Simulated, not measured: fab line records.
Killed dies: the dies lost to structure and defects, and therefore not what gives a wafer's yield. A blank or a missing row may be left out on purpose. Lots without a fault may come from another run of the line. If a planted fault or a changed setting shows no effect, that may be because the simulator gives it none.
2 desks, one fault :: flow nand harc :: every desk sees just its own numbers, and what lay behind them comes last

THE METROLOGY DESK
Means of the sampled wafers that have a number, per lot and without regard to the tool the lot ran on: this is what the gauges read. The brackets show how far a lot's mean lies from the usual mean; more than 4 standard deviations puts the lot out of limits, marked OUT.
Columns: A = thk nm at NHARC_A_ONON_D1_THK_MEAS_24, usual 1000 nm
lot: L538
first seen here: day 7 19:09
A: 1002

lot: L540
first seen here: day 8 18:18
A: 1012

lot: L541
first seen here: day 9 09:43
A: 994

lot: L543
first seen here: day 9 15:17
A: 999

lot: L544
first seen here: day 9 23:44
A: 989

lot: L547
first seen here: day 10 07:27
A: 1003

lot: L548
first seen here: day 11 08:52
A: 1103 (+11) OUT

lot: L549
first seen here: day 11 09:13
A: 1095 (+10) OUT

lot: L558
first seen here: day 13 03:14
A: 1012

lot: L557
first seen here: day 13 03:17
A: 989

lot: L560
first seen here: day 13 19:29
A: 1000
This desk's finding: out of limits on L548, L549; first on L548, day 11 08:52 (thk nm at NHARC_A_ONON_D1_THK_MEAS_24). In limits: L538, L540, L541, L543, L544, L547, L558, L557, L560.

THE TOOL OWNER'S DESK: pecvd onon-01
The tool's own readings at NHARC_A_ONON_D1_DEP_22 (target thk 1000 nm): means of the sampled wafers that have a number, for each lot that ran on this tool. The brackets show how far a lot's mean lies from the usual mean; more than 4 standard deviations puts the lot out of limits, marked OUT.
Columns: A = sih4 flow sccm at NHARC_A_ONON_D1_DEP_22, usual 209.9 sccm; B = susceptor temp C at NHARC_A_ONON_D1_DEP_22, usual 400.01 C
lot: L538
first seen here: day 7 18:46
A: 209.8
B: 399.85

lot: L540
first seen here: day 8 17:46
A: 209.1
B: 400.08

lot: L544
first seen here: day 9 23:14
A: 211.0
B: 400.35

lot: L547
first seen here: day 10 07:00
A: 210.4
B: 400.34

lot: L548
first seen here: day 11 08:25
A: 209.4
B: 399.84

lot: L549
first seen here: day 11 08:46
A: 210.0
B: 399.81
This desk found nothing out of limits on any of the 6 lots.

BROUGHT TOGETHER
L548, L549 would have let the metrology desk raise an alarm at day 11 08:52.
Nothing out of limits was seen by the tool owner's desk.
The tool owner's desk has L548, L549 on record, within its limits.
Every lot named ran NHARC_A_ONON_D1_DEP_22 on pecvd onon-01.

WHAT THE SIMULATOR HAD INSERTED
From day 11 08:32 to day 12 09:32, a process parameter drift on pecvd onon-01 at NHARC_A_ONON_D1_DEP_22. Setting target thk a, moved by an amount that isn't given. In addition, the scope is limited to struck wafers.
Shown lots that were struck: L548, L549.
Delay in hours, fault start to first out-of-limits reading, per desk: metrology desk 0.
